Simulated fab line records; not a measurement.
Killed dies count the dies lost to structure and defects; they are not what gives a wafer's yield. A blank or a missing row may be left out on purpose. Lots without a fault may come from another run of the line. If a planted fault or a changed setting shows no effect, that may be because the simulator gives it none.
fab line records -- flow nand_harc
record: lots: 6, wafers: 18, last_day: 25
route steps=1159 shown A_BLC@977 A_M0@994 END@1159
lots that met no fault: from a run of the same line without faults
start_h: start of the lot's first displayed wafer, in hours after the record's first day -- wait_h: hours since the lot's step before -- " identical to the entry in the row above -- L1.1+2: a single row standing in for several wafers -- - either no value or no given start -- * or withheld: withheld -- < > ~ a bound
route shown NAME@n: names a module that has steps shown in the file, with the first one's number in the route -- usual: the fault-free wafers' mean and standard deviation -- same: alike in all rows -- chamber/n: place in a boat -- sites: the reading at each site -- _std_site: how widely they spread, as a standard deviation -- _edge_site: inner sites' mean taken away from outer sites' mean -- radius_mm: for every site, how far away it sits from the centre of the wafer -- mask NAME#n: copy n -- behind: the most recent tool/chamber to have shaped the wafer -- hold: reason for holding the lot/hours on hold/outcome of the hold -- device: which transistor (n, p or np) failed to switch -- end of line: tests of these same wafers at the route's end -- step lacking rows: just its recipe -- killed: not the wafer's yield, but the dies lost to structure and defects at the first sort -- map: the dies of a wafer, with x for killed, . for not killed, _ for no die there
set.NAME: the setting as run; set.NAME@STEP: as run at that earlier step -- model.NAME: the simulator's own value behind a step, which no gauge read
lots seen at some steps along the route; tables by step, rows by wafer
services: the hour from which a tool's chamber was out of use, counted from the record's first day as start_h (under 0 if before that day), plus the number of hours and why
== steps ==
step: NHARC_A_BLC_DESCUM_15
recipe: time_s: 3, o2_flow_sccm: 200, ar_flow_sccm: 0, bias_power_w: 0, chemistry: O2
step: NHARC_A_BLC_ETCH_16
recipe: target_depth_a: 390, over_etch_frac: 0.3, time_s: 65, ion_energy_ev: 80, cf4_flow_sccm: 150, ar_flow_sccm: 0, rf_w: 300, bias_w: 100, chemistry: CF4
step: NHARC_A_BLC_ETCH_17
recipe: target_depth_a: 3900, over_etch_frac: 0.25, time_s: 609.38, ion_energy_ev: 200, n2_flow_sccm: 150, h2_flow_sccm: 150, ar_flow_sccm: 0, rf_w: 400, bias_w: 150, chemistry: N2/H2
usual: drypump_motor_current_A: 5.8/0.38, n2_flow_sccm: 150.0/0.47, oes_product_au: 1.005/0.011, rf_vpp_V: 431/3.2, showerhead_plenum_p_Torr: 2.04/0.11, throttle_valve_pct: 14.171/0.0091
lot.wafer,tool,chamber,start_h,wait_h,drypump_motor_current_A,n2_flow_sccm,oes_product_au,rf_hours_counter_h,rf_vpp_V,showerhead_plenum_p_Torr,throttle_valve_pct
L931.4,rie_diel-02,0,-,-,5.5,149.3,0.991,9,431,2.06,14.173
L931.2,rie_diel-02,1,-,-,6.1,150.7,1.009,7,427,1.91,14.166
L931.5,rie_diel-02,2,-,-,5.4,150.9,0.998,-,429,2.00,14.177
L933.4,rie_diel-02,2,-,-,5.4,149.8,0.996,10,429,2.00,14.164
L933.2,rie_diel-02,0,-,-,5.5,150.1,0.988,12,432,2.06,14.175
L933.6,rie_diel-02,2,-,-,5.4,149.9,0.992,-,429,2.00,14.163
L935.3,rie_diel-04,3,-,-,6.2,149.0,1.033,13,430,2.00,14.167
L935.4,rie_diel-04,0,-,-,5.7,149.7,1.009,14,435,2.18,14.170
L935.5,rie_diel-04,0,-,-,5.7,149.7,1.007,-,435,2.18,14.160
L939.3,rie_diel-12,0,-,-,6.4,149.7,1.000,36,427,1.94,14.184
L939.1,rie_diel-12,1,-,-,6.0,150.0,0.994,36,434,2.12,14.173
L939.6,rie_diel-12,3,-,-,6.1,149.5,1.009,-,433,2.11,14.166
L938.1,rie_diel-02,2,-,-,5.4,149.9,1.007,12,430,2.00,14.175
L938.4,rie_diel-02,3,-,-,6.1,149.9,1.010,13,426,1.89,14.179
L938.5,rie_diel-02,1,-,-,6.1,150.4,1.011,-,425,1.91,14.166
L952.3,rie_diel-02,1,-,-,6.1,150.1,1.002,3,427,1.91,14.171
L952.5,rie_diel-02,2,-,-,5.4,149.7,0.998,-,430,1.99,14.149
L952.6,rie_diel-02,3,-,-,6.2,149.3,1.013,-,427,1.88,14.171
step: NHARC_A_BLC_ETCH_18
recipe: target_depth_a: 9100, c4f8_flow_sccm: 20, o2_flow_sccm: 10, ar_flow_sccm: withheld, rf_w: 600, bias_w: 1500, chemistry: C4F8/O2/Ar
step: NHARC_A_BLC_CD_MEAS_19
usual: cd_nm: 100.2/2.6
lot.wafer,tool,chamber,start_h,wait_h,cd_nm
L931.2,cd_sem-02,-,415.98,-,100.0
L931.4,cd_sem-02,-,415.98,-,104.0
L931.5,cd_sem-02,-,415.98,-,101.4
L933.2,cd_sem-02,-,444.43,-,100.3
L933.4,cd_sem-02,-,444.43,-,101.5
L933.6,cd_sem-02,-,444.43,-,101.5
L935.3,cd_sem-02,-,450.54,-,96.4
L935.4,cd_sem-02,-,450.54,-,100.4
L935.5,cd_sem-02,-,450.54,-,97.0
L939.1,cd_sem-03,-,461.46,-,97.5
L939.3,cd_sem-03,-,461.46,-,101.0
L939.6,cd_sem-03,-,461.46,-,98.0
L938.1,cd_sem-01,-,461.96,-,100.6
L938.4,cd_sem-01,-,461.96,-,105.6
L938.5,cd_sem-01,-,461.96,-,100.9
L952.3,cd_sem-03,-,552.92,-,99.2
L952.5,cd_sem-03,-,552.92,-,97.1
L952.6,cd_sem-03,-,552.92,-,97.3
step: NHARC_A_BLC_STRIP_29
recipe: cf4_flow_sccm: 150, ar_flow_sccm: 0, bias_w: 0, chemistry: CF4
usual: drypump_motor_current_A: 5.7/0.36, oes_product_au: 1.005/0.01, rf_vpp_V: 59.4/0.84, showerhead_plenum_p_Torr: 1.77/0.089, throttle_valve_pct: 13.284/0.0097
lot.wafer,tool,chamber,start_h,wait_h,drypump_motor_current_A,oes_product_au,rf_hours_counter_h,rf_vpp_V,showerhead_plenum_p_Torr,throttle_valve_pct
L931.4,rie_diel-04,0,416.07,0.1,5.7,1.002,10,60.6,1.88,13.272
L931.2,rie_diel-04,2,416.07,0.1,5.8,0.989,10,59.7,1.89,13.275
L931.5,rie_diel-04,0,416.07,0.1,5.7,0.994,-,59.9,1.88,13.289
L933.2,rie_diel-02,1,444.52,0.1,6.1,1.001,10,58.9,1.67,13.269
L933.4,rie_diel-02,3,444.52,0.1,6.2,1.012,11,58.1,1.65,13.280
L933.6,rie_diel-02,2,444.52,0.1,5.4,0.993,-,59.0,1.74,13.267
L935.3,rie_diel-02,1,450.62,0.1,6.1,1.009,11,59.6,1.67,13.284
L935.4,rie_diel-02,3,450.62,0.1,6.2,1.007,12,58.6,1.65,13.285
L935.5,rie_diel-02,1,450.62,0.1,6.1,1.002,-,59.9,1.67,13.295
L939.1,rie_diel-02,1,461.56,0.1,6.1,1.004,13,59.9,1.67,13.265
L939.3,rie_diel-02,2,461.56,0.1,5.4,1.006,13,59.9,1.74,13.287
L939.6,rie_diel-02,3,461.56,0.1,6.2,1.016,-,58.7,1.65,13.287
L938.1,rie_diel-02,1,462.04,0.1,6.1,0.996,13,58.7,1.67,13.301
L938.4,rie_diel-02,2,462.04,0.1,5.3,0.999,13,59.4,1.74,13.305
L938.5,rie_diel-02,2,462.04,0.1,5.4,1.010,-,60.1,1.74,13.300
L952.3,rie_diel-02,0,553.00,0.1,5.5,0.993,3,59.3,1.78,13.273
L952.5,rie_diel-02,3,553.00,0.1,6.2,1.007,-,59.2,1.65,13.287
L952.6,rie_diel-02,0,553.00,0.1,5.5,0.996,-,59.2,1.78,13.304
step: NHARC_A_BLC_STRIP_21
recipe: o2_flow_sccm: 500, ar_flow_sccm: 0, bias_w: 0, chemistry: O2
step: NHARC_A_BLC_STRIP_22
recipe: time_s: 600, temp_c: 30, chemistry: post_etch_residue_remover
step: NHARC_A_BLC_DEGAS_30
recipe: temp_c: 300, time_s: 60
step: NHARC_A_BLC_PRE_CLEAN_31
recipe: time_s: 15, bias_v: 250, gas: Ar
step: NHARC_A_BLC_PVD_32
recipe: target_thk_a: 50, chamber_pressure_pa: 5, power_w: 5000, substrate_temp_c: 200, time_s: 17.7, material: Ti
usual: chamber_pressure_pa: 5.000/0.01, throttle_valve_pct: 29.4/0.72
lot.wafer,tool,chamber,start_h,wait_h,chamber_pressure_pa,throttle_valve_pct
L931.4,pvd_sputter-01,-,-,-,5.001,30.9
L931.2,pvd_sputter-01,-,-,-,4.987,29.0
L931.5,pvd_sputter-01,-,-,-,5.014,31.0
L933.4,pvd_sputter-02,-,-,-,5.004,29.3
L933.2,pvd_sputter-02,-,-,-,4.978,29.2
L933.6,pvd_sputter-02,-,-,-,5.009,29.8
L935.3,pvd_sputter-03,-,-,-,4.993,29.9
L935.4,pvd_sputter-03,-,-,-,4.994,28.9
L935.5,pvd_sputter-03,-,-,-,4.990,29.9
L939.1,pvd_sputter-02,-,-,-,5.009,29.7
L939.3,pvd_sputter-02,-,-,-,5.007,29.4
L939.6,pvd_sputter-02,-,-,-,5.002,29.7
L938.1,pvd_sputter-01,-,-,-,5.006,30.7
L938.4,pvd_sputter-01,-,-,-,5.006,29.9
L938.5,pvd_sputter-01,-,-,-,4.988,29.9
L952.3,pvd_sputter-02,-,-,-,4.987,28.9
L952.5,pvd_sputter-02,-,-,-,4.993,29.2
L952.6,pvd_sputter-02,-,-,-,5.009,29.6
step: NHARC_A_BLC_ALD_23
recipe: target_thk_a: 30, pulse_time_s: 1, ald_cycles: 150, temp_c: 450, material: TiN
step: NHARC_A_BLC_CVD_24
recipe: target_thk_a: 1500, temp_c: 300, pressure_torr: 40, wf6_flow_sccm: 40, h2_flow_sccm: 1600, ar_flow_sccm: 1560, time_s: 434, material: W
usual: heater_power_w: 451/62, throttle_valve_pct: 7.87/0.2
lot.wafer,tool,chamber,start_h,wait_h,heater_power_w,since_wet_clean_h,throttle_valve_pct
L931.2,cvd_w-02,0,421.21,-,502,21,7.54
L931.4,cvd_w-02,1,421.21,-,426,-,7.76
L931.5,cvd_w-02,0,421.21,-,518,-,7.72
L933.2,cvd_w-01,1,445.67,-,341,-,8.15
L933.4,cvd_w-01,1,445.67,-,334,-,8.06
L933.6,cvd_w-01,1,445.67,-,337,-,7.96
L935.3,cvd_w-01,1,451.93,-,337,-,8.26
L935.4,cvd_w-01,1,451.93,-,338,-,8.20
L935.5,cvd_w-01,1,451.93,-,340,-,7.95
L939.1,cvd_w-02,0,468.27,-,517,68,7.60
L939.3,cvd_w-02,1,468.27,-,419,-,7.65
L939.6,cvd_w-02,1,468.27,-,421,-,7.82
L938.1,cvd_w-02,1,468.70,-,418,69,7.76
L938.4,cvd_w-02,1,468.70,-,439,-,7.83
L938.5,cvd_w-02,1,468.70,-,429,-,7.72
L952.3,cvd_w-02,0,559.57,-,517,-,8.11
L952.6,cvd_w-02,0,559.57,-,515,-,7.88
L952.5,cvd_w-02,1,559.57,-,429,-,7.99
step: NHARC_A_BLC_CMP_25
recipe: t_overpolish_s: 30, target_thk_nm: 150
step: NHARC_A_BLC_SRD_27
step: NHARC_A_M0_DEP_00
recipe: target_thk_a: 1500, target_thk_nm: 150, temp_c: withheld, pressure_torr: 5, flow_sccm: 200, rf_w: 600, material: SiOC
step: NHARC_A_M0_DEHYDRATE_01
recipe: temp_c: 150, time_s: 120
step: NHARC_A_M0_HMDS_02
recipe: time_s: 30
step: NHARC_A_M0_COAT_33
recipe: temp_c: 200, time_s: 65
step: NHARC_A_M0_COAT_03
recipe: spin_rpm: 1500, resist_thk_nm: 90
step: NHARC_A_M0_SOFTBAKE_04
recipe: temp_c: 105, time_s: 55
step: NHARC_A_M0_EBR_05
step: NHARC_A_M0_EXPOSE_06
recipe: na: 1.35, target_cd_nm: 80, dose_mj: 83.25, mask_id: A_M0
step: NHARC_A_M0_PEB_07
recipe: peb_temp_c: 100, peb_time_s: 65
step: NHARC_A_M0_DEVELOP_08
recipe: develop_time_s: 35, dev_temp_c: 23
step: NHARC_A_M0_CD_MEAS_09
recipe: target_cd_nm: 80, landing_energy_ev: 500
usual: cd_nm: 80.3/0.76
lot.wafer,tool,chamber,start_h,wait_h,cd_nm
L931.2,cd_sem-02,0,423.22,-,80.2
L931.4,cd_sem-02,0,423.22,-,80.4
L931.5,cd_sem-02,0,423.22,-,80.5
L933.2,cd_sem-02,0,447.98,-,80.1
L933.4,cd_sem-02,0,447.98,-,81.2
L933.6,cd_sem-02,0,447.98,-,79.4
L935.3,cd_sem-01,0,454.08,-,80.1
L935.4,cd_sem-01,0,454.08,-,80.3
L935.5,cd_sem-01,0,454.08,-,80.7
L939.1,cd_sem-01,0,470.05,-,79.4
L939.3,cd_sem-01,0,470.05,-,80.4
L939.6,cd_sem-01,0,470.05,-,80.5
L938.1,cd_sem-01,0,470.47,-,80.0
L938.4,cd_sem-01,0,470.47,-,79.4
L938.5,cd_sem-01,0,470.47,-,79.9
L952.3,cd_sem-03,0,561.33,-,79.9
L952.5,cd_sem-03,0,561.33,-,79.5
L952.6,cd_sem-03,0,561.33,-,79.5
step: NHARC_A_M0_OVL_MEAS_10
recipe: pitch_nm: 160
usual: overlay_x_nm: 0.0/1, overlay_y_nm: 0.2/0.76
lot.wafer,tool,chamber,start_h,wait_h,overlay_x_nm,overlay_y_nm
L931.2,overlay-01,-,423.30,-,0.1,-0.9
L931.4,overlay-01,-,423.30,-,0.0,-0.1
L931.5,overlay-01,-,423.30,-,-0.3,-0.9
L933.2,overlay-02,-,448.07,-,-1.5,0.1
L933.4,overlay-02,-,448.07,-,-1.8,0.3
L933.6,overlay-02,-,448.07,-,-1.6,-0.6
L935.3,overlay-01,-,454.17,-,0.2,-1.0
L935.4,overlay-01,-,454.17,-,-0.1,-2.2
L935.5,overlay-01,-,454.17,-,0.1,-1.0
L939.1,overlay-02,-,470.14,-,-1.4,-0.5
L939.3,overlay-02,-,470.14,-,-1.8,-0.3
L939.6,overlay-02,-,470.14,-,-1.6,-0.6
L938.1,overlay-02,-,470.55,-,-0.8,1.0
L938.4,overlay-02,-,470.55,-,-0.5,1.0
L938.5,overlay-02,-,470.55,-,-0.7,0.8
L952.3,overlay-02,-,561.42,-,0.3,0.2
L952.5,overlay-02,-,561.42,-,0.7,0.2
L952.6,overlay-02,-,561.42,-,0.5,0.2
step: NHARC_A_M0_DESCUM_14
recipe: time_s: 3, o2_flow_sccm: 200, ar_flow_sccm: 0, bias_power_w: 0, chemistry: O2
step: NHARC_A_M0_ETCH_34
recipe: target_depth_a: 400, overetch_a: 120, time_s: 43.94, ion_energy_ev: 200, n2_flow_sccm: 150, h2_flow_sccm: 150, ar_flow_sccm: 0, rf_w: 400, bias_w: 150, chemistry: N2/H2
step: NHARC_A_M0_ETCH_15
recipe: target_depth_a: 1500, overetch_a: 150, time_s: 82.5, c4f8_flow_sccm: withheld, ar_flow_sccm: 400, rf_w: 600, bias_w: 300, chemistry: C4F8/Ar
step: NHARC_A_M0_CD_MEAS_16
usual: cd_nm: 80.3/0.9
lot.wafer,tool,chamber,start_h,wait_h,cd_nm
L931.2,cd_sem-01,-,423.70,-,79.4
L931.4,cd_sem-01,-,423.70,-,79.9
L931.5,cd_sem-01,-,423.70,-,79.5
L933.2,cd_sem-02,-,448.47,-,79.7
L933.4,cd_sem-02,-,448.47,-,81.7
L933.6,cd_sem-02,-,448.47,-,79.2
L935.3,cd_sem-02,-,454.57,-,81.2
L935.4,cd_sem-02,-,454.57,-,80.0
L935.5,cd_sem-02,-,454.57,-,81.3
L938.1,cd_sem-01,-,470.97,-,79.0
L938.4,cd_sem-01,-,470.97,-,79.8
L938.5,cd_sem-01,-,470.97,-,79.4
L939.1,cd_sem-03,-,470.98,-,78.7
L939.3,cd_sem-03,-,470.98,-,79.7
L939.6,cd_sem-03,-,470.98,-,80.1
L952.3,cd_sem-03,-,561.82,-,79.6
L952.5,cd_sem-03,-,561.82,-,80.4
L952.6,cd_sem-03,-,561.82,-,79.5
step: NHARC_A_M0_STRIP_18
recipe: power_w: 1000, n2_flow_sccm: 150, h2_flow_sccm: 150, ar_flow_sccm: 0, bias_w: 0, chemistry: N2/H2
usual: drypump_motor_current_A: 5.6/0.44, n2_flow_sccm: 150.0/0.38, oes_product_au: 0.998/0.011, rf_vpp_V: 90.5/0.89, showerhead_plenum_p_Torr: 2.02/0.067, throttle_valve_pct: 14.171/0.0095
lot.wafer,tool,chamber,start_h,wait_h,drypump_motor_current_A,n2_flow_sccm,oes_product_au,rf_hours_counter_h,rf_vpp_V,showerhead_plenum_p_Torr,throttle_valve_pct
L931.2,rie_diel-01,0,423.88,0.2,6.3,149.9,1.015,4,90.5,2.05,14.161
L931.5,rie_diel-01,2,423.88,0.2,5.0,151.1,1.011,-,91.0,2.08,14.172
L931.4,rie_diel-01,0,423.88,0.2,6.3,150.2,1.011,-,90.0,2.05,14.172
L933.4,rie_diel-10,3,448.54,0.1,5.1,149.9,0.999,4,91.9,2.03,14.174
L933.2,rie_diel-10,1,448.54,0.1,5.3,149.9,0.981,5,89.7,1.99,14.162
L933.6,rie_diel-10,0,448.54,0.1,5.9,149.8,0.982,-,90.7,1.99,14.188
L935.3,rie_diel-01,0,454.67,0.1,6.4,150.6,1.008,8,90.6,2.05,14.177
L935.4,rie_diel-01,1,454.67,0.1,5.6,150.5,1.001,9,92.0,2.06,14.159
L935.5,rie_diel-01,3,454.67,0.1,5.6,150.0,1.006,-,90.9,1.92,14.177
L939.3,rie_diel-05,0,471.06,0.1,5.7,150.1,0.999,10,90.6,1.89,14.160
L939.1,rie_diel-05,1,471.06,0.1,4.9,150.6,0.994,10,91.8,2.10,14.177
L939.6,rie_diel-05,0,471.06,0.1,5.7,149.9,1.003,-,91.2,1.89,14.165
L938.4,rie_diel-10,3,471.09,0.1,5.1,150.1,0.998,6,91.3,2.03,14.176
L938.1,rie_diel-10,0,471.09,0.1,5.9,149.8,0.995,6,89.0,1.99,14.173
L938.5,rie_diel-10,2,471.09,0.1,6.1,149.8,0.993,-,90.2,2.06,14.180
L952.3,rie_diel-05,2,561.93,0.1,5.7,150.4,1.004,4,90.4,1.89,14.163
L952.6,rie_diel-05,1,561.93,0.1,4.9,149.5,0.998,-,92.7,2.09,14.162
L952.5,rie_diel-05,0,561.93,0.1,5.7,149.5,1.010,-,90.2,1.89,14.171
step: NHARC_A_M0_STRIP_19
recipe: time_s: 600, temp_c: 30, chemistry: post_etch_residue_remover
step: NHARC_A_M0_DEGAS_28
recipe: temp_c: 250, time_s: 60
step: NHARC_A_M0_PRE_CLEAN_29
recipe: time_s: 30, temp_c: 280, gas: H2/He
step: NHARC_A_M0_PVD_20
recipe: target_thk_a: 50, bias_v: 168.6, power_w: 15000, chamber_pressure_pa: 0.12, time_s: 8.06, substrate_temp_c: 50, material: TaN
step: NHARC_A_M0_PVD_21
recipe: target_thk_a: 300, chamber_pressure_pa: 5, power_w: 5000, substrate_temp_c: 30, time_s: 20.49, material: Cu
step: NHARC_A_M0_ECD_22
recipe: target_thk_a: 4000, bath_temp_c: 25, material: Cu
step: NHARC_A_M0_ANNEAL_30
recipe: temp_c: 225, time_s: 90
usual: wafer_temp_C_max: 226.19/0.26
lot.wafer,tool,chamber,start_h,wait_h,wafer_temp_C_max
L931.2,rtp_anneal-02,0,425.24,0.3,226.30
L931.4,rtp_anneal-02,0,425.24,0.3,226.05
L931.5,rtp_anneal-02,0,425.24,0.3,226.43
L933.2,rtp_anneal-01,0,450.16,-,225.69
L933.4,rtp_anneal-01,0,450.16,-,225.87
L933.6,rtp_anneal-01,0,450.16,-,225.64
L935.3,rtp_anneal-02,0,456.19,0.3,225.93
L935.4,rtp_anneal-02,0,456.19,0.3,225.72
L935.5,rtp_anneal-02,0,456.19,0.3,226.47
L938.1,rtp_anneal-01,0,472.32,-,226.10
L938.4,rtp_anneal-01,0,472.32,-,225.79
L938.5,rtp_anneal-01,0,472.32,-,226.50
L939.1,rtp_anneal-02,0,472.45,0.3,226.18
L939.3,rtp_anneal-02,0,472.45,0.3,225.98
L939.6,rtp_anneal-02,0,472.45,0.3,226.08
L952.3,rtp_anneal-01,0,563.35,0.3,226.32
L952.5,rtp_anneal-01,0,563.35,0.3,226.00
L952.6,rtp_anneal-01,0,563.35,0.3,226.19
step: NHARC_END_SORT_01
recipe: temp_c: 25
usual: killed_at_array: 27/12, killed_at_other: 0.5/0.9, killed_at_periphery: 3.7/2.7, killed_dies: 31/12, killed_open: 3.3/2, killed_short: 2.0/1.4
same: gross_dies: 677
lot.wafer,tool,chamber,start_h,wait_h,killed_at_array,killed_at_other,killed_at_periphery,killed_dies,killed_open,killed_short
L939.1,prober-01,0,511.33,2.5,91,0,1,92,1,2
L939.3,prober-01,0,512.92,3.1,61,1,1,63,5,2
L939.6,prober-01,0,515.29,4.0,49,0,4,53,6,1
L938.1,prober-02,0,511.45,2.5,63,0,4,67,2,1
L938.4,prober-02,0,513.82,3.4,62,0,6,68,3,1
L938.5,prober-02,0,514.61,3.7,57,0,6,63,2,1
killed by level:class
L939.1 A_BLC:unspecified=81 A_CHANNEL_HOLE_D1:chamber_film_flake=2 A_STAIRCASE:chamber_film_flake=2 A_ONON_D1:geometric_particle:open=1 A_SGD_CUT:geometric_particle:short=1 A_CONTACT:geometric_particle:short=1 P_STI:chamber_film_flake=1 A_ZERO_WELL:chamber_film_flake=1
L938.1 A_BLC:unspecified=33 A_CHANNEL_HOLE_D1:chamber_film_flake=24 P_M0:chamber_film_flake=2 A_CHANNEL_FILL_D1:chamber_film_flake=2 A_ONON_D1:geometric_particle:open=1 A_WL_FILL:geometric_particle:short=1 A_CONTACT:geometric_particle:open=1 P_STI:chamber_film_flake=1
L939.3 A_BLC:unspecified=38 A_STAIRCASE:chamber_film_flake=12 A_CHANNEL_HOLE_D1:chamber_film_flake=3 A_CHANNEL_FILL_D1:geometric_particle:open=2 A_M0:geometric_particle:open=2 A_CHANNEL_FILL_D1:geometric_particle:short=1 A_WL_FILL:geometric_particle:short=1 A_CONTACT:geometric_particle:open=1
L938.4 A_BLC:unspecified=38 A_CHANNEL_HOLE_D1:chamber_film_flake=15 P_M0:chamber_film_flake=3 A_STAIRCASE:chamber_film_flake=3 P_CONTACT:chamber_film_flake=2 A_WL_FILL:chamber_film_flake=2 P_M0:geometric_particle:open=1 A_ONON_D1:geometric_particle:open=1
L938.5 A_BLC:unspecified=38 A_CHANNEL_HOLE_D1:chamber_film_flake=18 P_CONTACT:chamber_film_flake=2 P_STI:geometric_particle:open=1 P_CONTACT:geometric_particle:short=1 A_WL_FILL:geometric_particle:open=1 P_M0:chamber_film_flake=1 P_M2:chamber_film_flake=1
L939.6 A_BLC:unspecified=34 A_CONTACT:chamber_film_flake=7 A_WL_FILL:geometric_particle:open=2 P_GATE:geometric_particle:open=1 A_CHANNEL_FILL_D1:geometric_particle:open=1 A_CONTACT:geometric_particle:short=1 A_CONTACT:geometric_particle:open=1 A_BLC:geometric_particle:open=1
map L938.4 (x killed, . not)
____________.____________
_________......._________
_______..x......xx_______
______.....x..x.xxx______
_____..........xxxxx_____
____............xxxxx____
____............xxxxx____
___...............xxxx___
___..............xxxxx___
__..............x.xxxx.__
__..x.............x....__
_..x.................x.._
_...................x..._
_...xx.................._
_....x.................._
_...x.x.x..............._
...xxxx..........x.x.....
.....x...................
..................x......
..x.xxx..................
.........................
_...............x......._
_.....................x._
_.....................x._
_......................._
_.xx...................._
__.....................__
__......xx.............__
___......x............___
___...................___
____.................____
____.................____
_____..............._____
______.............______
_______..........._______
_________......._________
____________.____________
map L939.1 (x killed, . not)
____________.____________
_________......._________
_______....x......_______
______.............______
_____..............._____
____.................____
____.................____
___...................___
___...................___
__.....................__
__.....................__
_......................._
_......................._
_............xxx.x......_
_..............xxx......_
_...x........xxxxx......_
...........xxxxxxxxx.....
............x.xxxxx......
............xxxxxxxx.....
.............xxxxxxx.....
....x......xxxxxxxxxx....
_......x...xxxxxxxxx...._
_...........xxxxxxx....._
_...........xxxxxx.x...._
_.....x..x...xxxxxx....._
_.............x...x....._
__.....................__
__.....................__
___...................___
___...x...............___
____.........x.......____
____.................____
_____.x............._____
______.............______
_______..........._______
_________......._________
____________.____________
== services ==
tool,chamber,start_h,hours,kind
pvd_sputter-02,-,392.00,10.0,pm
rie_diel-10,2,397.82,11.9,repair
rie_diel-01,3,417.50,6.4,repair
rie_diel-04,2,417.78,2.6,repair
rie_diel-04,2,428.72,7.5,repair
rie_diel-02,3,431.82,3.5,repair
rie_diel-01,3,435.57,9.0,repair
pvd_sputter-01,-,439.33,12.3,repair
cvd_w-01,0,444.03,12.0,repair
cvd_w-01,1,447.00,1.7,repair
cvd_w-02,1,449.08,3.4,repair
rie_diel-10,0,456.52,8.1,repair
rie_diel-04,-,466.07,9.0,pm
rie_diel-10,-,473.57,0.6,repair
rie_diel-01,0,476.86,2.6,repair
cvd_w-01,-,477.88,13.0,pm
pvd_sputter-02,-,480.80,6.0,repair
rie_diel-01,-,491.80,9.0,pm
rie_diel-02,-,505.34,9.0,pm
rie_diel-01,-,515.22,0.3,repair
rie_diel-05,-,517.75,9.0,pm
pvd_sputter-01,-,521.19,10.0,pm
rie_diel-10,-,530.50,9.0,pm
rie_diel-05,3,545.94,58.8,repair
== key ==
first_sign: step: NHARC_END_SORT_01, reading: killed_at_array, direction: up, sigmas: 3.2, usual: 27, struck: 64
effect: step: NHARC_END_SORT_01, reading: killed_dies, direction: up, sigmas: 3, usual: 31, struck: 68
more_kills_born_at: NHARC_A_BLC_CVD_24@cvd_w-02: 262
met_at NHARC_A_BLC_CVD_24
struck_wafers L938.1,L938.4,L938.5,L939.1,L939.3,L939.6
tester_left_out L938,L939
fault: kind: chamber_particle_source, tool: cvd_w-02, chamber: -, onset_h: 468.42, steps: NHARC_A_BLC_CVD_24, rate_per_visit_cm2: 0.75351, end_h: 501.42
tester_left_out: of these lots the tester's yield and bins aren't shown, on N5 and GAA mostly nor the transistor test; their killed dies are dies lost to structure and defects alone, not to doping, threshold or leakage, so they don't give the yield
